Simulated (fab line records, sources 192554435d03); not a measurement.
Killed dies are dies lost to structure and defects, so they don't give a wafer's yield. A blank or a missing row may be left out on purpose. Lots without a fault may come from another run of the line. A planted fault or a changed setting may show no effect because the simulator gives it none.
fab line records | flow n5_finfet
record lots=5 wafers=15 last_day=18
route steps=1938 shown BEOL_M4@1099 BEOL_M5@1112 BEOL_M12@1636 PASSIVATION@1936
lots that met no fault: from a run of the same line without faults
start_h: hours from the record's first day to the start of the lot's first wafer shown | wait_h: hours since the lot's step before | " the same as in the row above | L1.1+2: a row that stands for several wafers | - no value, or no start given | * or withheld: withheld | < > ~ a bound
route shown NAME@n: a module of which the file shows steps, and the number in the route of the first | usual: mean/standard deviation of fault-free wafers | same: alike in all rows | chamber/n: place in a boat | sites: the reading at each site | _std_site: their standard deviation | _edge_site: outer sites' mean less inner sites' | radius_mm: how far each site lies from the wafer's centre | mask NAME#n: copy n | behind: the tool/chamber that last shaped the wafer | hold: why the lot was held/for how many hours/how that ended | device: the transistor (n, p or np) that didn't switch | end of line: the same wafers' tests at the end of the route | a step without rows: its recipe alone | killed: dies lost to structure and defects at the first sort, not the wafer's yield | map: a wafer's dies, x killed, . not, _ none there
set.NAME: the setting as run; set.NAME@STEP: as run at that earlier step | model.NAME: the simulator's own value behind a step, which no gauge read
lots at some steps of the route; a table a step, a row a wafer
services: from which hour (start_h, from the record's first day; less than 0 if before it) a tool's chamber was out of use, for how many hours, and why
## steps
# step N5_BEOL_M4_ANNEAL_95
# recipe temp_c=400 time_s=240 ambient=vacuum
# step N5_BEOL_M4_SPUTTER_96
# recipe material=Cu target_thk_a=45 temp_c=-20 chamber_pressure_pa=0.07 power_w=withheld time_s=8.29
# step N5_BEOL_M4_ECD_50
# recipe material=Cu target_thk_a=3000
# step N5_BEOL_M4_ANNEAL_51
# recipe temp_c=225 time_s=90 ambient=N2
# step N5_BEOL_M4_CMP_52
# recipe stop_on=SiOC t_overpolish_s=6.8 down_force_psi=1 platen_rpm=50 clearing_platen_down_force_psi=1.5 clearing_platen_rpm=50 post_cmp_clean=cu_alkaline target_thk_nm=40 clearing_platen_pad_velocity_m_s=0.99484 pad_velocity_m_s=0.99484
# step N5_BEOL_M4_PRE_CLEAN_60
# recipe gas=NH3/H2 time_s=15 temp_c=* rf_power_w=300
# step N5_BEOL_M4_CO_CAP_55
# recipe material=Co target_thk_a=20 temp_c=200 precursor=CCTBA/H2 pressure_torr=30 time_s=102.1
# step N5_BEOL_M4_PRE_CLEAN_56
# recipe gas=NH3 time_s=15 temp_c=withheld rf_power_w=300
# step N5_BEOL_M4_DEP_57
# recipe material=SiCN target_thk_a=80 temp_c=withheld precursor=3MS/NH3 pressure_torr=3 rf_w=202 time_s=14
# step N5_BEOL_M4_RC_MEAS_101
# usual DIBL_N=36.0/2.2 DIBL_P=36.2/2.4 IOFF_N=0.16/0.035 IOFF_P=0.21/0.037 ION_N=672/13 ION_P=461/7 SS_N=71.4/0.69 SS_P=73.2/0.75 VT_N=250/3.4 VT_P=-251/3
# columns lot.wafer tool chamber start_h wait_h DIBL_N[mV/V] DIBL_P[mV/V] IOFF_N[nA/um] IOFF_P[nA/um] ION_N[uA/um] ION_P[uA/um] SS_N[mV/dec] SS_P[mV/dec] VT_N[mV] VT_P[mV]
L578.2 prober-02 0 235.85 0.2 37.9 39.0 0.19 0.27 677 463 71.8 74.1 246 -249
L578.3 " 0 " " 34.0 33.4 0.13 0.17 679 462 69.7 72.4 249 -250
L578.5 " 0 " " 38.6 39.8 0.23 0.29 692 477 71.1 74.2 241 -245
L576.1 prober-02 0 236.73 0.0 33.1 33.9 0.11 0.17 653 452 70.3 72.8 258 -255
L576.4 " 0 " " 36.9 37.4 0.19 0.23 678 466 72.1 73.7 248 -249
L576.6 " 0 " " 37.6 38.0 0.20 0.24 668 458 72.4 74.2 249 -250
L579.2 prober-01 0 240.85 0.2 36.1 36.7 0.15 0.19 676 460 71.7 73.5 249 -252
L579.4 " 0 " " 35.8 36.0 0.15 0.18 647 445 72.5 73.0 253 -253
L579.5 " 0 " " 37.6 37.9 0.18 0.22 682 462 71.8 73.2 248 -251
L580.4 prober-02 0 261.53 0.5 38.8 40.7 0.18 0.24 673 463 71.8 73.6 249 -246
L580.5 " 0 " " 37.5 39.5 0.16 0.21 654 452 72.1 73.4 250 -254
L580.6 " 0 " " 41.8 43.7 0.25 0.29 689 473 72.7 74.8 245 -244
L591.1 prober-01 0 315.90 0.0 33.5 32.5 0.11 0.14 662 454 70.8 72.1 252 -257
L591.2 " 0 " " 39.2 39.1 0.21 0.23 693 468 72.4 73.8 244 -250
L591.4 " 0 " " 36.1 35.8 0.15 0.18 680 461 70.4 72.9 246 -253
# step N5_BEOL_M5_ILD_DEP_00
# recipe material=SiCOH_lowk target_thk_a=1406.4 temp_c=300 precursor=DEMS/porogen pressure_torr=5 rf_w=500 time_s=25.9
# step N5_BEOL_M5_CURE_79
# recipe temp_c=385 time_s=240 ambient=He/Ar material=SiCOH_lowk
# step N5_BEOL_M5_PECVD_70
# recipe material=SiO2 target_thk_a=160 temp_c=400 precursor=TEOS/O2 pressure_torr=5.5 rf_w=450 teos_flow_sccm=53.8 gas=O2 flow_sccm=3000 time_s=18
# step N5_BEOL_M5_HM_DEP_02
# recipe material=TiN target_thk_a=200 temp_c=25 chamber_pressure_pa=0.49996
# step N5_BEOL_M5_COAT_59
# recipe resist=SOC temp_c=250 time_s=60 spin_rpm=1500 resist_thk_nm=60
# step N5_BEOL_M5_COAT_60
# recipe resist=SiARC temp_c=220 time_s=60 spin_rpm=1500 resist_thk_nm=12
# step N5_BEOL_M5_COAT_71
# recipe resist=underlayer temp_c=205 time_s=60 spin_rpm=1500 resist_thk_nm=5
# step N5_BEOL_M5_COAT_05
# recipe resist=CAR-EUV spin_rpm=1500 resist_thk_nm=30
# step N5_BEOL_M5_EBR_07
# recipe solvent=PGMEA ebr_width_mm=1.5
# step N5_BEOL_M5_SOFTBAKE_06
# recipe temp_c=110 time_s=60 resist=CAR-EUV
# step N5_BEOL_M5_EXPOSE_08
# recipe mask_id=M5 na=0.33 source_shape=annular sigma_inner=0.4 sigma_outer=0.8 polarization=unpolarized target_cd_nm=28 dose_mj=35.75
# step N5_BEOL_M5_PEB_09
# recipe peb_temp_c=100 peb_time_s=60 resist=CAR-EUV
# step N5_BEOL_M5_DEVELOP_10
# recipe develop_time_s=30 developer=TMAH resist=CAR-EUV rinse_liquid=surfactant_rinse dry=air_spin dev_temp_c=23
# step N5_BEOL_M5_DESCUM_16
# recipe chemistry=O2 time_s=7 source_power_w=50 bias_power_w=20 pressure_mtorr=20 rf_frequency_hz=2.712e+07 temp_c=40 resist=CAR-EUV o2_flow_sccm=225
# step N5_BEOL_M5_ETCH_72
# recipe chemistry=N2/H2 target=underlayer target_depth_a=65 mask_material=CAR-EUV time_s=5.2 ion_energy_ev=200 pressure_mtorr=30 source_w=840 bias_w=150 n2_flow_sccm=200 h2_flow_sccm=200 ends=cleared
# step N5_BEOL_M5_ETCH_61
# recipe chemistry=CF4 target=SiARC target_depth_a=156 mask_material=CAR-EUV time_s=26 ion_energy_ev=80 pressure_mtorr=40 source_w=545 bias_w=36 Ar_flow_sccm=100 cf4_flow_sccm=100 ends=cleared
# step N5_BEOL_M5_ETCH_62
# recipe chemistry=N2/H2 target=SOC target_depth_a=750 overetch_a=150 mask_material=SiARC temp_c=40 time_s=112.5 ion_energy_ev=200 pressure_mtorr=30 source_w=840 bias_w=150 n2_flow_sccm=200 h2_flow_sccm=200
# step N5_BEOL_M5_STRIP_63
# recipe chemistry=N2/H2 temp_c=40 n2_flow_sccm=200 h2_flow_sccm=200 rf_frequency_hz=6e+07
# step N5_BEOL_M5_STRIP_73
# recipe chemistry=N2/H2 temp_c=40 n2_flow_sccm=200 h2_flow_sccm=200 rf_frequency_hz=6e+07
# step N5_BEOL_M5_STRIP_64
# recipe chemistry=CF4 resist=SiARC power_w=300 bias_power_w=75 pressure_mtorr=50 cf4_flow_sccm=150 rf_frequency_hz=6e+07
# step N5_BEOL_M5_HM_OPEN_17
# recipe chemistry=Cl2/BCl3 target_depth_a=200 overetch_a=60 target=TiN mask_material=SOC ion_energy_ev=150 pressure_mtorr=10 icp_w=1000 bias_w=126 Cl2_flow_sccm=53.25 bcl3_flow_sccm=21.75 Ar_flow_sccm=25
# step N5_BEOL_M5_STRIP_19
# recipe chemistry=O2 power_w=400 temp_c=40 pressure_mtorr=30 rf_frequency_hz=6e+07 bias_power_w=0 overash_fraction=0.2 o2_flow_sccm=225
# step N5_BEOL_M5_COAT_65
# recipe resist=SOC temp_c=250 time_s=60 spin_rpm=1500 resist_thk_nm=60
# step N5_BEOL_M5_COAT_66
# recipe resist=SiARC temp_c=220 time_s=60 spin_rpm=1500 resist_thk_nm=12
# step N5_BEOL_M12_ETCH_67
# recipe chemistry=CF4 target=SiARC target_depth_a=1430 time_s=238.3 ion_energy_ev=80 pressure_mtorr=40 source_w=545 bias_w=36 Ar_flow_sccm=100 cf4_flow_sccm=100 ends=cleared
# usual bias_w=36.01/0.11 cf4_flow_sccm=100.03/0.26 drypump_motor_current_A=5.6/0.52 etch_rf_on_time_s=238/4.7 oes_product_au=0.69/0.066 rf_vpp_V=184.0/1.2 showerhead_plenum_p_Torr=2.14/0.082 throttle_valve_pct=15.60/0.19
# columns lot.wafer tool chamber start_h wait_h bias_w cf4_flow_sccm drypump_motor_current_A etch_rf_on_time_s oes_product_au rf_hours_counter_h rf_vpp_V showerhead_plenum_p_Torr throttle_valve_pct model.coat_of_BEOL_M12_COAT_22.thk_nm
L576.1 rie_diel-04 0 302.12 0.0 - - - - - - - - - 280.6
L576.4 " 1 " " - - - - - - - - - 281.2
L576.6 " 0 " " - - - - - - - - - 281
L578.2 rie_diel-03 0 302.14 0.0 - - - - - - - - - 282
L578.3 " 2 " " - - - - - - - - - 282.8
L578.5 " 0 " " - - - - - - - - - 283.2
L579.2 rie_diel-06 2 309.93 0.0 - - - - - - - - - 282
L579.4 " 1 " " - - - - - - - - - 282
L579.5 " 0 " " - - - - - - - - - 282.4
L580.4 rie_diel-06 3 329.79 0.0 36.03 100.03 4.9 233 0.74 76 187.3 2.26 15.85 212.2
L580.5 " 1 " " 36.03 99.49 5.9 235 0.71 - 185.0 2.26 15.59 212.2
L580.6 " 0 " " 35.97 100.65 5.2 240 0.72 - 183.2 2.16 15.55 211.4
L591.1 rie_diel-04 0 389.37 0.0 36.07 100.39 4.9 242 0.63 171 183.8 2.05 15.73 211.4
L591.2 " 2 " " 36.13 100.44 6.8 241 0.77 27 184.7 2.10 15.64 211.4
L591.4 " 2 " " 35.99 100.36 6.8 243 0.76 - 182.0 2.10 15.66 210.4
# step N5_BEOL_M12_OCD_MEAS_35
# usual trench_depth_nm=316/4.1
# columns lot.wafer tool chamber start_h wait_h trench_depth_nm
L576.1 ocd-02 - 302.60 0.0 -
L576.4 " - " " -
L576.6 " - " " -
L578.2 ocd-01 - 302.62 0.0 -
L578.3 " - " " -
L578.5 " - " " -
L579.2 ocd-02 - 310.42 0.0 -
L579.4 " - " " -
L579.5 " - " " -
L580.4 ocd-01 - 330.28 0.0 318
L580.5 " - " " 315
L580.6 " - " " 313
L591.1 ocd-01 - 389.85 0.0 313
L591.2 " - " " 319
L591.4 " - " " 317
# step N5_PASSIVATION_PROBE_49
# usual defect_limited_yield=91.2/1.4 killed_at_M0_to_M3=34/9.4 killed_at_M4_up=14/5.6 killed_at_contacts=13/7.8 killed_at_front_end=37/10 killed_at_other=4/3.3 killed_dies=103/17 killed_on_rim=14/3.5 killed_open=68/13 killed_short=33/8.2 sort_bin_4_leakage=0.00/0.0071 sort_bin_5_function=5.1/0.92 sort_bin_6_memory=3.3/0.71 sort_n_pass=1077/17 sort_yield_pct=91.2/1.4
# same gross_dies=1180 killed_at_back_side=0 sort_bin_8_speed[%]=0
# columns lot.wafer tool chamber start_h wait_h defect_limited_yield[%] killed_at_M0_to_M3 killed_at_M4_up killed_at_contacts killed_at_front_end killed_at_other killed_dies killed_on_rim killed_open killed_short sort_bin_4_leakage[%] sort_bin_5_function[%] sort_bin_6_memory[%] sort_n_pass sort_yield_pct[%]
L576.1 prober-01 - 342.57 0.0 0 25 1084 12 58 1 1180 152 82 31 0 95.8 4.0 0 0
L576.4 prober-01 - 342.72 0.2 0 44 1097 9 26 4 1180 152 62 31 0 96.5 3.1 0 0
L576.6 prober-01 - 342.82 0.3 0 27 1089 15 45 4 1180 152 77 31 0 96.3 3.3 0 0
L578.2 prober-02 - 343.88 0.1 0 20 1104 8 45 3 1180 152 59 24 0 96.8 3.1 0 0
L578.3 prober-02 - 343.93 0.1 0 24 1094 12 44 6 1180 152 67 33 0 97.0 2.8 0 0
L578.5 prober-02 - 344.03 0.2 0 25 1086 10 52 7 1180 152 78 34 0 96.3 3.3 0 0
L579.2 prober-02 - 347.19 0.1 0 22 1119 8 30 1 1180 152 45 27 0 97.4 2.4 0 0
L579.4 prober-02 - 347.29 0.2 0 49 1076 17 38 0 1180 152 74 41 0 95.8 3.6 0 0
L579.5 prober-02 - 347.34 0.2 0 30 1115 8 24 3 1180 152 43 23 0 97.4 2.2 0 0
L580.4 prober-01 - 362.92 0.2 90.0 39 12 16 46 5 118 19 72 44 0 5.5 3.9 1062 90.0
L580.5 prober-01 - 362.97 0.2 91.9 28 7 21 30 10 96 14 66 30 0 4.9 2.9 1084 91.9
L580.6 prober-01 - 363.02 0.3 92.3 28 7 23 28 5 91 11 65 23 0.08 4.2 3.5 1088 92.2
L591.1 prober-01 - 434.96 0.0 91.2 26 17 20 38 3 104 12 77 25 0 4.7 4.0 1076 91.2
L591.2 prober-01 - 435.01 0.1 93.6 17 10 4 36 9 76 15 51 22 0 3.9 2.0 1104 93.6
L591.4 prober-01 - 435.11 0.2 89.4 38 24 26 24 13 125 15 87 38 0 7.0 3.2 1055 89.4
# killed by level:class
L576.1 BEOL_M12:area_etch=1064 MOL_CONTACT_COAG:geometric_particle:open=11 FIN_SAQP:geometric_particle:short=10 FIN_SAQP:geometric_particle:open=9 STI_FIN_REVEAL:geometric_particle:open=9 GATE_CUT:geometric_particle:open=8 BEOL_M4:geometric_particle:open=8 BEOL_M2:geometric_particle:open=6
L576.4 BEOL_M12:area_etch=1085 BEOL_M3:geometric_particle:open=12 BEOL_M0_SAQP:geometric_particle:open=11 FIN_SAQP:geometric_particle:short=9 BEOL_M0_SAQP:geometric_particle:short=9 MOL_CONTACT_COAG:geometric_particle:open=9 BEOL_M2:geometric_particle:open=7 FIN_SAQP:geometric_particle:open=5
L576.6 BEOL_M12:area_etch=1068 MOL_CONTACT_COAG:geometric_particle:open=12 STI_FIN_REVEAL:geometric_particle:open=11 BEOL_M3:geometric_particle:open=8 BEOL_M4:geometric_particle:open=8 FIN_SAQP:geometric_particle:short=6 FIN_SAQP:geometric_particle:open=5 BEOL_M2:geometric_particle:open=5
L578.2 BEOL_M12:area_etch=1095 STI_FIN_REVEAL:geometric_particle:open=16 MOL_CONTACT_COAG:geometric_particle:open=7 BEOL_M0_SAQP:geometric_particle:short=6 FIN_SAQP:geometric_particle:short=4 BEOL_M0_SAQP:geometric_particle:open=4 STI_FIN_REVEAL:geometric_particle:short=3 DUMMY_GATE:geometric_particle:open=3
L578.3 BEOL_M12:area_etch=1080 STI_FIN_REVEAL:geometric_particle:open=12 MOL_CONTACT_COAG:geometric_particle:open=10 FIN_SAQP:geometric_particle:open=8 BEOL_M0_SAQP:geometric_particle:short=8 FIN_SAQP:geometric_particle:short=6 GATE_CUT:geometric_particle:short=6 BEOL_M5:geometric_particle:open=5
L578.5 BEOL_M12:area_etch=1067 STI_FIN_REVEAL:geometric_particle:open=17 MOL_CONTACT_COAG:geometric_particle:open=10 BEOL_M0_SAQP:geometric_particle:open=9 FIN_SAQP:geometric_particle:open=7 STI_FIN_REVEAL:geometric_particle:short=7 BEOL_M4:geometric_particle:open=6 ILD0:geometric_particle:open=4
L579.2 BEOL_M12:area_etch=1108 BEOL_M3:geometric_particle:open=8 BEOL_M4:geometric_particle:open=6 ILD0:geometric_particle:short=5 MOL_CONTACT_COAG:geometric_particle:open=5 STARTING-WAFER:geometric_particle:open=5 DUMMY_GATE:geometric_particle:open=4 STARTING-WAFER:geometric_particle:short=4
L579.4 BEOL_M12:area_etch=1064 BEOL_M0_SAQP:geometric_particle:short=15 MOL_CONTACT_COAG:geometric_particle:open=13 STI_FIN_REVEAL:geometric_particle:open=12 BEOL_M0:geometric_particle:short=8 DUMMY_GATE:geometric_particle:open=7 BEOL_M0_SAQP:geometric_particle:open=7 BEOL_M3:geometric_particle:open=6
L579.5 BEOL_M12:area_etch=1114 BEOL_M0_SAQP:geometric_particle:open=13 FIN_SAQP:geometric_particle:short=4 STI_FIN_REVEAL:geometric_particle:open=4 MOL_CONTACT_COAG:geometric_particle:short=4 MOL_CONTACT_COAG:geometric_particle:open=4 BEOL_M0_SAQP:geometric_particle:short=4 BEOL_M2:geometric_particle:open=4
L580.4 MOL_CONTACT_COAG:geometric_particle:open=13 STI_FIN_REVEAL:geometric_particle:open=9 BEOL_M0_SAQP:geometric_particle:short=9 BEOL_M0_SAQP:geometric_particle:open=7 GATE_CUT:geometric_particle:short=7 FIN_SAQP:geometric_particle:short=6 DUMMY_GATE:geometric_particle:open=6 FIN_SAQP:geometric_particle:open=5
L580.5 MOL_CONTACT_COAG:geometric_particle:open=17 FIN_SAQP:geometric_particle:short=9 BEOL_M2:geometric_particle:open=8 FIN_SAQP:geometric_particle:open=7 BEOL_M0:geometric_particle:open=5 MOL_CONTACT_COAG:geometric_particle:short=4 BEOL_M3:geometric_particle:open=4 MIM_TOP:geometric_particle:open=4
L580.6 MOL_CONTACT_COAG:geometric_particle:open=18 BEOL_M3:geometric_particle:open=7 BEOL_M2:geometric_particle:open=6 MOL_CONTACT_COAG:geometric_particle:short=5 BEOL_M0:geometric_particle:open=4 STI_FIN_REVEAL:geometric_particle:open=4 DUMMY_GATE:geometric_particle:open=4 BEOL_M4:geometric_particle:open=4
L591.1 MOL_CONTACT_COAG:geometric_particle:open=16 BEOL_M4:geometric_particle:open=10 DUMMY_GATE:geometric_particle:open=8 FIN_SAQP:geometric_particle:open=7 BEOL_M1:geometric_particle:open=6 BEOL_M3:geometric_particle:open=5 FIN_SAQP:geometric_particle:short=4 MOL_CONTACT_COAG:geometric_particle:short=4
L591.2 PAD_METAL:geometric_particle:open=7 BEOL_M4:geometric_particle:open=6 FIN_SAQP:geometric_particle:open=5 BEOL_M0_SAQP:geometric_particle:short=5 STARTING-WAFER:geometric_particle:short=5 STI_FIN_REVEAL:geometric_particle:open=4 GATE_CUT:geometric_particle:short=4 BEOL_M3:geometric_particle:open=4
L591.4 MOL_CONTACT_COAG:geometric_particle:open=24 BEOL_M4:geometric_particle:open=13 BEOL_M2:geometric_particle:open=9 BEOL_M0_SAQP:geometric_particle:open=7 BEOL_M0_SAQP:geometric_particle:short=6 BEOL_M1:geometric_particle:open=6 BEOL_M3:geometric_particle:short=5 FIN_SAQP:geometric_particle:open=4
# map L576.1 (x killed, . not)
_________________xxxxxxxxxxxx________________
______________xxxxxxxxxxxxxxxxxx_____________
___________xxxxxxxxxxxxxxxxxxxxxxxx__________
__________xxxxxxxxxxxxxxxxxxxxxxxxxx_________
________xxxxxxxxxxxxxxxxxxxxxxxxxxxxxx_______
_______xxxxxxxxxxxxxxxxxxxxxxxxxxxxxxxx______
______xxxxxxxxxxxxxxxxxxxxxxxxxxxxxxxxxx_____
_____xxxxxxxxxxxxxxxxxxxxxxxxxxxxxxxxxxxx____
____xxxxxxxxxxxxxxxxxxxxxxxxxxxxxxxxxxxxxx___
___xxxxxxxxxxxxxxxxxxxxxxxxxxxxxxxxxxxxxxxx__
___xxxxxxxxxxxxxxxxxxxxxxxxxxxxxxxxxxxxxxxx__
__xxxxxxxxxxxxxxxxxxxxxxxxxxxxxxxxxxxxxxxxxx_
__xxxxxxxxxxxxxxxxxxxxxxxxxxxxxxxxxxxxxxxxxx_
_xxxxxxxxxxxxxxxxxxxxxxxxxxxxxxxxxxxxxxxxxxxx
_xxxxxxxxxxxxxxxxxxxxxxxxxxxxxxxxxxxxxxxxxxxx
_xxxxxxxxxxxxxxxxxxxxxxxxxxxxxxxxxxxxxxxxxxxx
_xxxxxxxxxxxxxxxxxxxxxxxxxxxxxxxxxxxxxxxxxxxx
_xxxxxxxxxxxxxxxxxxxxxxxxxxxxxxxxxxxxxxxxxxxx
_xxxxxxxxxxxxxxxxxxxxxxxxxxxxxxxxxxxxxxxxxxxx
_xxxxxxxxxxxxxxxxxxxxxxxxxxxxxxxxxxxxxxxxxxxx
_xxxxxxxxxxxxxxxxxxxxxxxxxxxxxxxxxxxxxxxxxxxx
__xxxxxxxxxxxxxxxxxxxxxxxxxxxxxxxxxxxxxxxxxx_
__xxxxxxxxxxxxxxxxxxxxxxxxxxxxxxxxxxxxxxxxxx_
___xxxxxxxxxxxxxxxxxxxxxxxxxxxxxxxxxxxxxxxx__
___xxxxxxxxxxxxxxxxxxxxxxxxxxxxxxxxxxxxxxxx__
____xxxxxxxxxxxxxxxxxxxxxxxxxxxxxxxxxxxxxx___
_____xxxxxxxxxxxxxxxxxxxxxxxxxxxxxxxxxxxx____
______xxxxxxxxxxxxxxxxxxxxxxxxxxxxxxxxxx_____
_______xxxxxxxxxxxxxxxxxxxxxxxxxxxxxxxx______
________xxxxxxxxxxxxxxxxxxxxxxxxxxxxxx_______
__________xxxxxxxxxxxxxxxxxxxxxxxxxx_________
___________xxxxxxxxxxxxxxxxxxxxxxxx__________
______________xxxxxxxxxxxxxxxxxx_____________
_________________xxxxxxxxxxxx________________
# map L578.2 (x killed, . not)
_________________xxxxxxxxxxxx________________
______________xxxxxxxxxxxxxxxxxx_____________
___________xxxxxxxxxxxxxxxxxxxxxxxx__________
__________xxxxxxxxxxxxxxxxxxxxxxxxxx_________
________xxxxxxxxxxxxxxxxxxxxxxxxxxxxxx_______
_______xxxxxxxxxxxxxxxxxxxxxxxxxxxxxxxx______
______xxxxxxxxxxxxxxxxxxxxxxxxxxxxxxxxxx_____
_____xxxxxxxxxxxxxxxxxxxxxxxxxxxxxxxxxxxx____
____xxxxxxxxxxxxxxxxxxxxxxxxxxxxxxxxxxxxxx___
___xxxxxxxxxxxxxxxxxxxxxxxxxxxxxxxxxxxxxxxx__
___xxxxxxxxxxxxxxxxxxxxxxxxxxxxxxxxxxxxxxxx__
__xxxxxxxxxxxxxxxxxxxxxxxxxxxxxxxxxxxxxxxxxx_
__xxxxxxxxxxxxxxxxxxxxxxxxxxxxxxxxxxxxxxxxxx_
_xxxxxxxxxxxxxxxxxxxxxxxxxxxxxxxxxxxxxxxxxxxx
_xxxxxxxxxxxxxxxxxxxxxxxxxxxxxxxxxxxxxxxxxxxx
_xxxxxxxxxxxxxxxxxxxxxxxxxxxxxxxxxxxxxxxxxxxx
_xxxxxxxxxxxxxxxxxxxxxxxxxxxxxxxxxxxxxxxxxxxx
_xxxxxxxxxxxxxxxxxxxxxxxxxxxxxxxxxxxxxxxxxxxx
_xxxxxxxxxxxxxxxxxxxxxxxxxxxxxxxxxxxxxxxxxxxx
_xxxxxxxxxxxxxxxxxxxxxxxxxxxxxxxxxxxxxxxxxxxx
_xxxxxxxxxxxxxxxxxxxxxxxxxxxxxxxxxxxxxxxxxxxx
__xxxxxxxxxxxxxxxxxxxxxxxxxxxxxxxxxxxxxxxxxx_
__xxxxxxxxxxxxxxxxxxxxxxxxxxxxxxxxxxxxxxxxxx_
___xxxxxxxxxxxxxxxxxxxxxxxxxxxxxxxxxxxxxxxx__
___xxxxxxxxxxxxxxxxxxxxxxxxxxxxxxxxxxxxxxxx__
____xxxxxxxxxxxxxxxxxxxxxxxxxxxxxxxxxxxxxx___
_____xxxxxxxxxxxxxxxxxxxxxxxxxxxxxxxxxxxx____
______xxxxxxxxxxxxxxxxxxxxxxxxxxxxxxxxxx_____
_______xxxxxxxxxxxxxxxxxxxxxxxxxxxxxxxx______
________xxxxxxxxxxxxxxxxxxxxxxxxxxxxxx_______
__________xxxxxxxxxxxxxxxxxxxxxxxxxx_________
___________xxxxxxxxxxxxxxxxxxxxxxxx__________
______________xxxxxxxxxxxxxxxxxx_____________
_________________xxxxxxxxxxxx________________
## services
# columns tool chamber start_h hours kind
rie_diel-04 2 281.12 - clean
rie_diel-04 2 281.12 - consumable_replace:focus_ring
rie_diel-04 2 281.12 32.3 scheduled_down
rie_diel-04 2 281.12 32.3 vent_cycle
rie_diel-03 0 314.36 19.1 repair
rie_diel-03 1 319.35 9.5 repair
rie_diel-06 0 335.30 4.4 repair
rie_diel-03 3 338.59 11.0 repair
rie_diel-04 3 341.90 - clean
rie_diel-04 3 341.90 - consumable_replace:focus_ring
rie_diel-04 3 341.90 15.6 scheduled_down
rie_diel-04 3 341.90 15.6 vent_cycle
rie_diel-04 2 358.26 6.6 repair
rie_diel-06 2 379.85 11.7 repair
rie_diel-03 2 380.00 12.7 repair
rie_diel-04 1 384.22 - clean
rie_diel-04 1 384.22 - consumable_replace:focus_ring
rie_diel-04 1 384.22 - consumable_replace:showerhead
rie_diel-04 1 384.22 16.0 scheduled_down
rie_diel-04 1 384.22 16.0 vent_cycle
rie_diel-06 0 386.76 22.5 repair
## key
first_sign step=N5_BEOL_M12_ETCH_67 reading=tool_record direction=missing
effect step=N5_BEOL_M12_OCD_MEAS_35 reading=trench_depth_nm direction=missing
effect step=N5_PASSIVATION_PROBE_49 reading=killed_at_M4_up direction=up sigmas=99+ usual=14 struck=1096
model_effect step=N5_BEOL_M12_ETCH_67 value=coat_of_BEOL_M12_COAT_22.thk_nm without=210.4 struck=281.9
more_kills_born_at N5_BEOL_M12_ETCH_67@rie_diel-06=3286 N5_BEOL_M12_ETCH_67@rie_diel-03=3242 N5_BEOL_M12_ETCH_67@rie_diel-04=3217
met_at N5_BEOL_M12_ETCH_67
struck_wafers L576.1,L576.4,L576.6,L578.2,L578.3,L578.5,L579.2,L579.4,L579.5
later_rows_left_out L576.1,L576.4,L576.6,L578.2,L578.3,L578.5,L579.2,L579.4,L579.5
fault kind=skipped_step_whole tool=rie_diel-03,rie_diel-04,rie_diel-06 chamber=- onset_h=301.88 steps=N5_BEOL_M12_ETCH_67 scope=struck_lots_only
# later_rows_left_out: the simulator's readings of these wafers behind a module that went badly wrong aren't trusted and aren't shown, but for the sort
